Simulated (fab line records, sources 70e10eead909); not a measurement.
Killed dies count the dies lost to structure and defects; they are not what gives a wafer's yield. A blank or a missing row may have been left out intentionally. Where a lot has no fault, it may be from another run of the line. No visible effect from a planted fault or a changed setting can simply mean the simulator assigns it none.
Which of the tools did it? ; flow nand_harc ; 20 lots, 60 wafers sampled, at 6 steps of a route of 1302

WHAT THE GAUGES READ, wafer by wafer
NHARC_A_CONTACT_OVL_MEAS_43. Usual: overlay_x_nm 0.2 nm, standard deviation 0.75; overlay_y_nm 0.0 nm, standard deviation 1.1.
lot;measured;on;overlay_x_nm (nm);overlay_y_nm (nm);flag
L074;day 21 07:17;overlay-01;-1.0 -1.4 -1.0;0.6 1.0 0.8;
L075;day 21 23:15;overlay-01;0.3 0.0 -0.2;0.8 1.3 0.8;
L076;day 21 22:45;overlay-01;1.5 0.2 0.6;-0.8 -0.5 -0.1;
L078;day 22 07:57;overlay-02;-0.3 -0.4 -0.5;0.9 1.1 1.2;
L077;day 22 15:08;overlay-02;1.6 1.3 1.5;0.3 0.6 0.8;
L079;day 22 15:17;overlay-02;-0.1 0.5 0.0;0.7 0.6 -0.2;
L081;day 23 08:26;overlay-01;0.0 -0.7 0.2;-0.6 0.1 -0.2;
L083;day 24 13:07;overlay-02;-0.3 -0.4 -0.4;-1.1 -0.9 -0.8;
L082;day 24 17:53;overlay-01;-0.2 -0.8 -0.5;0.3 0.0 0.1;
L085;day 25 10:14;overlay-01;0.3 0.1 0.6;1.1 0.9 2.3;
L084;day 25 10:43;overlay-02;0.6 0.6 0.7;1.2 0.7 1.1;
L087;day 26 10:29;overlay-01;-1.4 -0.9 -0.4;0.3 0.1 0.3;
L086;day 26 12:15;overlay-01;-0.1 1.1 0.2;0.1 -0.4 0.4;
L091;day 27 14:41;overlay-02;0.6 0.6 1.0;-1.8 -1.7 -1.4;
L090;day 27 16:44;overlay-02;-0.3 -0.3 -0.2;-0.4 0.1 0.2;
L092;day 28 13:55;overlay-02;-0.8 -1.2 -0.7;1.1 0.6 1.0;
L093;day 29 15:16;overlay-01;0.1 0.6 -0.1;-0.4 -0.4 0.1;
L095;day 29 15:31;overlay-01;0.2 0.6 0.8;0.0 -0.2 0.1;
L096;day 30 10:32;overlay-01;-0.9 -1.2 -0.7;-0.7 -1.1 -1.4;
L097;day 31 10:25;overlay-02;1.2 0.6 0.5;-0.2 0.3 -0.2;

WHICH TOOL RAN EACH LOT (tool, then ch and the chambers of the sampled wafers, then the start)
lot;NHARC_A_SGD_CUT_DESCUM_14;NHARC_A_SGD_CUT_ETCHBACK_24;NHARC_A_SLIT_ETCH_15;NHARC_A_SLIT_ETCH_29;NHARC_A_WL_FILL_ETCHBACK_16
L074;rie_diel-12 ch 1,2,3, day 19 05:42;rie_diel-09 ch 0,2,3, day 19 12:05;rie_diel-07 ch 2,3, day 19 23:08 or earlier;rie_diel-06 ch 2,3, day 19 23:08;rie_diel-03 ch 0,1,3, day 21 07:17 or earlier
L075;rie_diel-13 ch 1,2, day 19 14:56;rie_diel-09 ch 1,2, day 19 21:19;rie_diel-06 ch 1,2,3, day 20 11:17 or earlier;rie_diel-06 ch 2,3, day 20 11:17;rie_diel-02 ch 0,1,2, day 21 23:15 or earlier
L076;rie_diel-09 ch 1,3, day 19 15:16;rie_diel-09 ch 0,1,3, day 19 21:26;rie_diel-07 ch 0,2, day 20 11:34 or earlier;rie_diel-11 ch 0,1,3, day 20 11:34;rie_diel-04 ch 1,2, day 21 22:45 or earlier
L078;rie_diel-13 ch 0,1,2, day 20 06:54;rie_diel-13 ch 1,2, day 20 13:10;rie_diel-11 ch 0,2, day 21 00:54 or earlier;rie_diel-07 ch 0,1,2, day 21 00:54;rie_diel-03 ch 1,2,3, day 22 07:57 or earlier
L077;rie_diel-09 ch 0,3, day 20 10:02;rie_diel-09 ch 1,3, day 20 16:25;rie_diel-06 ch 0,3, day 21 04:43 or earlier;rie_diel-07 ch 1,2,3, day 21 04:43;rie_diel-03 ch 0,3, day 22 15:08 or earlier
L079;rie_diel-12 ch 0,1, day 20 13:04;rie_diel-13 ch 0,2,3, day 20 16:27;rie_diel-11 ch 1,3, day 21 05:15 or earlier;rie_diel-07 ch 0,1,2, day 21 05:15;rie_diel-02 ch 1,2, day 22 15:17 or earlier
L081;rie_diel-13 ch 2,3, day 21 01:36;rie_diel-09 ch 0,2, day 21 09:37;rie_diel-06 ch 2,3, day 21 21:38 or earlier;rie_diel-07 ch 0,3, day 21 21:38;rie_diel-03 ch 2,3, day 23 08:26 or earlier
L083;rie_diel-12 ch 0,1,2, day 22 12:44;rie_diel-09 ch 1,2,3, day 22 19:20;rie_diel-06 ch 1,2,3, day 23 06:19 or earlier;rie_diel-06 ch 0,1,3, day 23 06:19;rie_diel-03 ch 1,2,3, day 24 13:07 or earlier
L082;rie_diel-13 ch 0,1,2, day 22 12:53;rie_diel-12 ch 0,1, day 22 19:22;rie_diel-07 ch 0,1,3, day 23 09:10 or earlier;rie_diel-06 ch 0,2,3, day 23 09:10;rie_diel-04 ch 2,3, day 24 17:53 or earlier
L085;rie_diel-13 ch 0,2,3, day 23 09:56;rie_diel-13 ch 0,1,2, day 23 16:10;rie_diel-06 ch 0,1, day 24 03:26 or earlier;rie_diel-11 ch 0,3, day 24 03:26;rie_diel-03 ch 0,1,2, day 25 10:14 or earlier
L084;rie_diel-09 ch 0,1, day 23 10:10;rie_diel-12 ch 0,1, day 23 16:08;rie_diel-11 ch 0,2,3, day 24 03:11 or earlier;rie_diel-07 ch 0,2,3, day 24 03:11;rie_diel-04 ch 0,3, day 25 10:43 or earlier
L087;rie_diel-12 ch 1,2,3, day 24 03:10;rie_diel-09 ch 0,1, day 24 12:36;rie_diel-07 ch 0,1,2, day 25 01:26 or earlier;rie_diel-11 ch 0,1, day 25 01:26;rie_diel-04 ch 1,2,3, day 26 10:29 or earlier
L086;rie_diel-13 ch 0,3, day 24 03:17;rie_diel-12 ch 0,1,2, day 24 12:38;rie_diel-06 ch 1,2, day 25 02:17 or earlier;rie_diel-11 ch 0,3, day 25 02:17;rie_diel-03 ch 2,3, day 26 12:15 or earlier
L091;rie_diel-13 ch 0,1,3, day 25 13:35;rie_diel-13 ch 0,1,3, day 25 21:32;rie_diel-11 ch 2,3, day 26 08:31 or earlier;rie_diel-07 ch 0,2, day 26 08:31;rie_diel-03 ch 1,2,3, day 27 14:41 or earlier
L090;rie_diel-09 ch 0,3, day 25 13:44;rie_diel-12 ch 0,1,3, day 25 21:32;rie_diel-07 ch 0,1,3, day 26 08:56 or earlier;rie_diel-07 ch 0,2,3, day 26 08:56;rie_diel-02 ch 2,3, day 27 16:44 or earlier
L092;rie_diel-09 ch 1,2,3, day 26 06:56;rie_diel-12 ch 0,1,3, day 26 13:25;rie_diel-06 ch 0,2,3, day 27 05:23 or earlier;rie_diel-07 ch 0,1,2, day 27 05:23;rie_diel-02 ch 0,1,3, day 28 13:55 or earlier
L093;rie_diel-12 ch 1,2,3, day 27 07:49;rie_diel-12 ch 0,1, day 27 14:17;rie_diel-06 ch 0,1,3, day 28 02:21 or earlier;rie_diel-06 ch 0,1, day 28 02:21;rie_diel-02 ch 2,3, day 29 15:16 or earlier
L095;rie_diel-12 ch 0,1,2, day 27 07:58;rie_diel-13 ch 0,2,3, day 27 14:16;rie_diel-11 ch 0,1,3, day 28 05:16 or earlier;rie_diel-11 ch 0,1,2, day 28 05:16;rie_diel-04 ch 1,2, day 29 15:31 or earlier
L096;rie_diel-13 ch 0,2,3, day 28 02:15;rie_diel-09 ch 0,1,3, day 28 10:41;rie_diel-11 ch 0,2,3, day 29 00:27 or earlier;rie_diel-07 ch 0,1,3, day 29 00:27;rie_diel-02 ch 0,1,3, day 30 10:32 or earlier
L097;rie_diel-12 ch 0,1,3, day 29 02:50;rie_diel-12 ch 0,2,3, day 29 12:10;rie_diel-07 ch 1,2,3, day 30 01:22 or earlier;rie_diel-11 ch 1,2,3, day 30 01:22;rie_diel-02 ch 0,2,3, day 31 10:25 or earlier
- NHARC_A_SGD_CUT_DESCUM_14: chemistry O2, time 3 s.
- NHARC_A_SGD_CUT_ETCHBACK_24: etches the open film in CH3F/O2, target depth 50 nm, time 92.857 s.
- NHARC_A_SLIT_ETCH_15: etches the open film in O2/COS, target depth 6200 nm, time 1612 s.
- NHARC_A_SLIT_ETCH_29: etches the open film in CF4/O2, target depth 100 nm, overetch 10 nm, time 55 s.
- NHARC_A_WL_FILL_ETCHBACK_16: etches the open film in C4F8/O2/Ar, target depth 120 nm, time 24 s.

WHAT THE TOOLS THEMSELVES READ (means of the sampled wafers that have a number; where no wafer has one, the mark that the record gives instead)
NHARC_A_SGD_CUT_DESCUM_14. Usual: chamber_pressure_mTorr 60.01 mTorr, standard deviation 0.055; drypump_motor_current_A 5.6 A, standard deviation 0.5; oes_product_au 1.002 a.u., standard deviation 0.011; rf_vpp_V 57.7 V, standard deviation 0.9; showerhead_plenum_p_Torr 1.89 Torr, standard deviation 0.098; throttle_valve_pct 11.310 %, standard deviation 0.0092.
lot;tool;chamber_pressure_mTorr (mTorr);drypump_motor_current_A (A);oes_product_au (a.u.);rf_vpp_V (V);showerhead_plenum_p_Torr (Torr);throttle_valve_pct (%);flag
L074;rie_diel-12;60.03;5.8;0.992;56.9;1.94;11.301;
L075;rie_diel-13;60.00;5.7;0.996;58.2;1.88;11.315;
L076;rie_diel-09;60.02;4.9;1.000;57.9;1.79;11.314;
L078;rie_diel-13;60.03;5.9;1.000;57.5;1.84;11.310;
L077;rie_diel-09;60.02;5.5;1.005;58.0;1.93;11.314;
L079;rie_diel-12;60.00;5.5;0.995;57.4;1.88;11.305;
L081;rie_diel-13;60.08;5.4;0.998;57.9;1.95;11.314;
L083;rie_diel-12;59.97;5.6;0.996;58.4;1.94;11.309;
L082;rie_diel-13;60.05;5.9;1.008;57.3;1.84;11.309;
L085;rie_diel-13;60.01;5.5;1.017;58.7;1.89;11.310;
L084;rie_diel-09;60.04;5.0;1.000;57.9;1.86;11.308;
L087;rie_diel-12;60.04;5.7;0.994;58.4;1.94;11.304;
L086;rie_diel-13;60.00;5.5;1.010;57.2;1.91;11.315;
L091;rie_diel-13;59.95;5.9;1.007;57.6;1.85;11.315;
L090;rie_diel-09;60.02;5.5;1.001;57.9;1.93;11.317;
L092;rie_diel-09;60.02;5.3;1.008;58.1;1.85;11.311;
L093;rie_diel-12;60.02;5.7;1.001;56.4;1.94;11.312;
L095;rie_diel-12;60.03;5.6;0.997;57.8;1.93;11.302;
L096;rie_diel-13;60.00;5.5;0.994;58.2;1.89;11.313;
L097;rie_diel-12;60.03;5.7;1.005;57.2;1.88;11.307;

NHARC_A_SGD_CUT_ETCHBACK_24. Usual: chamber_pressure_mTorr 25.000 mTorr, standard deviation 0.023; drypump_motor_current_A 5.6 A, standard deviation 0.53; oes_product_au 0.97 a.u., standard deviation 0.035; rf_vpp_V 244.0 V, standard deviation 2; showerhead_plenum_p_Torr 2.42 Torr, standard deviation 0.13; throttle_valve_pct 20.663 %, standard deviation 0.0091.
lot;tool;chamber_pressure_mTorr (mTorr);drypump_motor_current_A (A);oes_product_au (a.u.);rf_vpp_V (V);showerhead_plenum_p_Torr (Torr);throttle_valve_pct (%);flag
L074;rie_diel-09;24.994;5.7;1.00;244.9;2.48;20.660;
L075;rie_diel-09;24.992;5.2;0.97;243.2;2.38;20.660;
L076;rie_diel-09;25.015;5.2;0.93;243.0;2.39;20.662;
L078;rie_diel-13;24.984;6.0;0.93;244.1;2.38;20.662;
L077;rie_diel-09;24.994;4.8;0.94;242.0;2.29;20.656;
L079;rie_diel-13;25.012;5.5;1.00;243.9;2.44;20.667;
L081;rie_diel-09;24.976;6.1;1.01;246.5;2.57;20.667;
L083;rie_diel-09;24.988;5.3;1.00;243.2;2.39;20.663;
L082;rie_diel-12;25.012;5.5;1.00;244.2;2.41;20.665;
L085;rie_diel-13;24.984;5.9;0.93;243.2;2.37;20.653;
L084;rie_diel-12;24.991;5.5;0.98;243.1;2.41;20.666;
L087;rie_diel-09;25.006;5.4;1.00;245.8;2.48;20.666;
L086;rie_diel-12;24.991;5.7;1.00;244.6;2.48;20.656;
L091;rie_diel-13;25.017;5.9;0.93;244.0;2.38;20.659;
L090;rie_diel-12;25.016;5.6;0.99;242.8;2.42;20.665;
L092;rie_diel-12;24.991;5.7;0.99;243.9;2.42;20.659;
L093;rie_diel-12;25.010;5.4;0.91;245.2;2.51;20.664;
L095;rie_diel-13;25.006;5.5;1.00;243.7;2.43;20.661;
L096;rie_diel-09;25.008;5.1;0.97;243.4;2.38;20.667;
L097;rie_diel-12;25.010;5.9;0.93;243.6;2.39;20.666;

NHARC_A_SLIT_ETCH_15. Usual: chamber_pressure_mTorr 19.998 mTorr, standard deviation 0.018; drypump_motor_current_A 5.7 A, standard deviation 0.49; oes_product_au 1.001 a.u., standard deviation 0.0088; rf_vpp_V 313.5 V, standard deviation 2; showerhead_plenum_p_Torr 3.07 Torr, standard deviation 0.12; throttle_valve_pct 28.330 %, standard deviation 0.009.
lot;tool;chamber_pressure_mTorr (mTorr);drypump_motor_current_A (A);oes_product_au (a.u.);rf_vpp_V (V);showerhead_plenum_p_Torr (Torr);throttle_valve_pct (%);flag
L074;rie_diel-07;19.995;6.0;1.005;314.0;3.09;28.330;
L075;rie_diel-06;19.994;5.5;1.005;313.7;3.09;28.329;
L076;rie_diel-07;20.001;6.2;1.002;316.3;3.27;28.336;
L078;rie_diel-11;19.986;6.2;1.000;313.3;3.00;28.327;
L077;rie_diel-06;19.996;6.0;1.007;313.2;3.12;28.328;
L079;rie_diel-11;19.998;5.1;0.997;311.3;3.02;28.333;
L081;rie_diel-06;19.999;5.8;1.015;313.0;3.10;28.334;
L083;rie_diel-06;19.992;5.5;1.013;314.1;3.09;28.324;
L082;rie_diel-07;20.007;6.0;1.003;313.3;3.05;28.323;
L085;rie_diel-06;19.991;5.4;1.001;313.3;3.13;28.342;
L084;rie_diel-11;20.019;5.7;0.994;311.4;2.98;28.337;
L087;rie_diel-07;20.011;5.7;1.008;315.1;3.17;28.334;
L086;rie_diel-06;20.004;5.3;1.010;315.1;3.08;28.335;
L091;rie_diel-11;20.007;5.4;1.001;311.6;2.98;28.336;
L090;rie_diel-07;20.004;6.0;1.006;313.1;3.05;28.328;
L092;rie_diel-06;20.018;5.9;1.004;313.6;3.07;28.331;
L093;rie_diel-06;20.002;5.6;1.003;315.1;3.14;28.333;
L095;rie_diel-11;19.980;5.5;1.000;313.1;3.01;28.329;
L096;rie_diel-11;20.001;5.7;0.990;312.3;2.97;28.335;
L097;rie_diel-07;20.012;5.7;1.005;313.5;3.08;28.328;

NHARC_A_SLIT_ETCH_29. Usual: chamber_pressure_mTorr 30.001 mTorr, standard deviation 0.027; drypump_motor_current_A 5.7 A, standard deviation 0.49; oes_product_au 1.000 a.u., standard deviation 0.0085; rf_vpp_V 197.4 V, standard deviation 1.5; showerhead_plenum_p_Torr 1.31 Torr, standard deviation 0.058; throttle_valve_pct 13.395 %, standard deviation 0.0095.
lot;tool;chamber_pressure_mTorr (mTorr);drypump_motor_current_A (A);oes_product_au (a.u.);rf_vpp_V (V);showerhead_plenum_p_Torr (Torr);throttle_valve_pct (%);flag
L074;rie_diel-06;30.011;5.8;1.006;197.9;1.33;13.405;
L075;rie_diel-06;30.017;5.7;1.010;197.2;1.33;13.399;
L076;rie_diel-11;30.017;5.5;1.005;196.6;1.29;13.388;
L078;rie_diel-07;29.988;5.7;1.005;198.0;1.36;13.401;
L077;rie_diel-07;30.010;5.6;1.005;197.5;1.32;13.396;
L079;rie_diel-07;30.026;5.8;1.006;198.7;1.36;13.395;
L081;rie_diel-07;29.990;6.4;1.010;198.2;1.35;13.394;
L083;rie_diel-06;29.963;5.6;1.004;197.5;1.35;13.401;
L082;rie_diel-06;29.990;5.9;1.007;197.2;1.31;13.395;
L085;rie_diel-11;29.998;5.6;0.999;195.9;1.26;13.387;
L084;rie_diel-07;29.991;6.1;1.000;199.1;1.36;13.392;
L087;rie_diel-11;29.962;5.7;0.986;197.0;1.31;13.392;
L086;rie_diel-11;29.989;5.6;0.997;196.6;1.26;13.408;
L091;rie_diel-07;29.997;6.1;0.998;199.5;1.40;13.399;
L090;rie_diel-07;30.001;6.0;1.002;198.3;1.36;13.400;
L092;rie_diel-07;30.015;5.7;0.992;198.4;1.35;13.393;
L093;rie_diel-06;29.979;5.7;0.994;197.5;1.32;13.396;
L095;rie_diel-11;30.004;5.9;0.998;197.1;1.29;13.399;
L096;rie_diel-07;30.004;6.0;1.002;197.9;1.30;13.390;
L097;rie_diel-11;30.003;5.6;0.990;196.6;1.29;13.397;

NHARC_A_WL_FILL_ETCHBACK_16. Usual: chamber_pressure_mTorr 25.000 mTorr, standard deviation 0.021; oes_product_au 0.983 a.u., standard deviation 0.028; rf_vpp_V 723 V, standard deviation 4.1.
lot;tool;chamber_pressure_mTorr (mTorr);oes_product_au (a.u.);rf_vpp_V (V);flag
L074;rie_diel-03;25.008;0.999;721;
L075;rie_diel-02;24.983;0.997;723;
L076;rie_diel-04;25.010;0.910;726;
L078;rie_diel-03;24.994;0.999;723;
L077;rie_diel-03;24.988;1.011;724;
L079;rie_diel-02;24.998;0.989;722;
L081;rie_diel-03;24.979;0.918;723;
L083;rie_diel-03;25.001;0.994;723;
L082;rie_diel-04;25.000;1.002;724;
L085;rie_diel-03;25.015;1.002;725;
L084;rie_diel-04;24.999;0.990;721;
L087;rie_diel-04;24.995;0.986;726;
L086;rie_diel-03;24.991;0.991;726;
L091;rie_diel-03;24.998;0.913;723;
L090;rie_diel-02;24.994;0.991;720;
L092;rie_diel-02;24.992;0.992;721;
L093;rie_diel-02;24.976;1.004;720;
L095;rie_diel-04;25.002;0.990;726;
L096;rie_diel-02;24.999;0.993;721;
L097;rie_diel-02;25.023;0.996;724;

THE ANSWER, worked out from the rows above alone
Rule: a lot is off if the mean of its wafers that have a number lies more than 3 standard deviations from the usual mean. Also off: a lot with no number at a reading for which 4 or more lots have one. The other lots that the step has rows for count as sound. The gauges are gone through in route order, then the tools' own readings, and for those a lot's mean is taken as printed above. The first step at which some lot is off is used, and at that step the reading that is off furthest; a lot without a number counts as furthest.
Nothing can be told from this: no lot is off at any reading shown.

WHAT THE SIMULATOR HAD PUT IN
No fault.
